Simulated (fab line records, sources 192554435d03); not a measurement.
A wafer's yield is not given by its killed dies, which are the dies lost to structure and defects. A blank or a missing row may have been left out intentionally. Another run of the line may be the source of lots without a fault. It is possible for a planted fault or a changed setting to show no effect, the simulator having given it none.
Matching of chambers + flow n5-finfet + pecvd-04 running N5_BEOL_M13_DEP_53: 3 sister chambers
The step deposits SiCN from 3MS/NH3, target thk 50 nm, time 17.8 s. 18 wafers are shown with their chamber, then 9 later ones without.

WAFERS, EACH WITH ITS CHAMBER
| wafer  | chamber | throttle-valve-pct (%) | showerhead-plenum-p-Torr (Torr) |
|--------|---------|------------------------|---------------------------------|
| L074.2 | 2       | 18.1                   | 4.163                           |
| L074.4 | 1       | 20.4                   | 4.181                           |
| L074.5 | 2       | 18.0                   | 4.162                           |
| L075.1 | 1       | 20.2                   | 4.183                           |
| L075.3 | 2       | 18.2                   | 4.169                           |
| L075.5 | 0       | 18.7                   | 4.200                           |
| L076.1 | 2       | 17.8                   | 4.165                           |
| L076.2 | 0       | 18.8                   | 4.192                           |
| L076.6 | 1       | 20.2                   | 4.179                           |
| L078.1 | 0       | 18.7                   | 4.199                           |
| L078.2 | 1       | 20.0                   | 4.184                           |
| L078.6 | 2       | 18.1                   | 4.155                           |
| L082.2 | 0       | 18.9                   | 4.195                           |
| L082.5 | 2       | 18.2                   | 4.154                           |
| L082.6 | 0       | 18.9                   | 4.194                           |
| L088.2 | 0       | 18.9                   | 4.183                           |
| L088.3 | 1       | 20.0                   | 4.187                           |
| L088.6 | 0       | 19.1                   | 4.201                           |

SIGNATURES (means of the wafers above)
| reading                  | chamber 0 | chamber 1 | chamber 2 | scatter within a chamber |
|--------------------------|-----------|-----------|-----------|--------------------------|
| throttle-valve-pct       | 18.857    | 20.160    | 18.067    | 0.151                    |
| showerhead-plenum-p-Torr | 4.19486   | 4.18280   | 4.16133   | 0.0054                   |
Rule: for each reading, subtract the chamber's mean from the wafer's reading, divide by that reading's scatter and square the result; add these up over the readings and take the root, which gives the wafer's distance from the chamber. If the next closest chamber is less than 2 further off than the closest, the wafer can't be placed; otherwise it belongs to the closest. The scatter: take each reading less its chamber's mean, square it, sum over the shown wafers, divide by the number of wafers less the number of chambers, and take the root.

WAFERS WHOSE CHAMBER IS MISSING
| wafer  | throttle-valve-pct (%) | showerhead-plenum-p-Torr (Torr) |
|--------|------------------------|---------------------------------|
| L086.4 | 19.1                   | 4.199                           |
| L086.5 | 18.0                   | 4.166                           |
| L086.6 | 20.0                   | 4.182                           |
| L095.1 | 18.2                   | 4.161                           |
| L095.3 | 19.0                   | 4.199                           |
| L095.4 | 18.8                   | 4.181                           |
| L096.4 | 18.7                   | 4.198                           |
| L096.5 | 20.1                   | 4.174                           |
| L096.6 | 18.2                   | 4.161                           |

WHICH CHAMBER EACH WENT THROUGH
| wafer  | from the rows above | in truth |
|--------|---------------------|----------|
| L086.4 | 0                   | 0        |
| L086.5 | 2                   | 2        |
| L086.6 | 1                   | 1        |
| L095.1 | 2                   | 2        |
| L095.3 | 0                   | 0        |
| L095.4 | 0                   | 0        |
| L096.4 | 0                   | 0        |
| L096.5 | 1                   | 1        |
| L096.6 | 2                   | 2        |
Correct placement for 9 of the 9. Not placeable from these rows: 0. 0 placed wrongly.
